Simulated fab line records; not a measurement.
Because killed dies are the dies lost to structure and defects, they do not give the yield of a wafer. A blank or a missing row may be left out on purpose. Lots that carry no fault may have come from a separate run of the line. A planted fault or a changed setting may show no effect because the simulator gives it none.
Tool commonality check	flow nand_harc	1 lot, 3 wafers sampled

== THE REASON FOR OPENING IT ==
At NHARC_END_SORT_01 the reading killed_at_periphery is flagged on 1 of 1 lot. Fault-free wafers read 3.1, with a standard deviation of 2.2.
Rule: a lot is flagged when every wafer of it that has a number lies more than 4 standard deviations from that mean, or none has a number. The other lots count as sound.

lot	measured	on	killed_at_periphery, wafer by wafer	flag
L806	day 20 03:12	prober-01	655 658 655	FLAGGED
Flagged lots average 656.0: +652.9 relative to the usual, that is +99 or more standard deviations.

== WHICH TOOL EACH LOT WENT THROUGH ==
The record keeps 1 process step preceding the reading, out of 1159 steps on the route. Every cell lists first the tool, next ch and the chambers used by the sampled wafers, and last the start.
lot	flag	NHARC_P_ZERO_WELL_EXPOSE_34
L806	FLAGGED	krf_scanner-04 ch 0, day 2 04:07
What these steps do:
- NHARC_P_ZERO_WELL_EXPOSE_34: exposes mask P PWELL, target cd 720 nm.
- NHARC_END_SORT_01

== FLAGGED OVER TOTAL, TOOL BY TOOL (the gauges that took the reading come last) ==
step	tool	lots run	flagged	share of the flagged lots	sound lots run after its first flagged lot
NHARC_P_ZERO_WELL_EXPOSE_34	krf_scanner-04	1	1	all	0
NHARC_END_SORT_01	prober-01	1	1	all	0

== WHAT IS ALLOWED BY THE TABLE ==
Every flagged lot went through 2 rows of the table: krf_scanner-04 at NHARC_P_ZERO_WELL_EXPOSE_34 and prober-01 at NHARC_END_SORT_01.
- krf_scanner-04 at NHARC_P_ZERO_WELL_EXPOSE_34: 1 of its 1 lot flagged. The start can't be narrowed down: in this sample, it ran no sound lot prior to its first flagged lot.
- prober-01 at NHARC_END_SORT_01: 1 of its 1 lot flagged. The start can't be narrowed down: in this sample, it ran no sound lot prior to its first flagged lot.
Counting lots can't tell these 2 tools apart, because each fits a fault that began at some hour. More lots, or a look at what each step does to the wafer, might.

== WHAT THE SIMULATOR PUT IN ==
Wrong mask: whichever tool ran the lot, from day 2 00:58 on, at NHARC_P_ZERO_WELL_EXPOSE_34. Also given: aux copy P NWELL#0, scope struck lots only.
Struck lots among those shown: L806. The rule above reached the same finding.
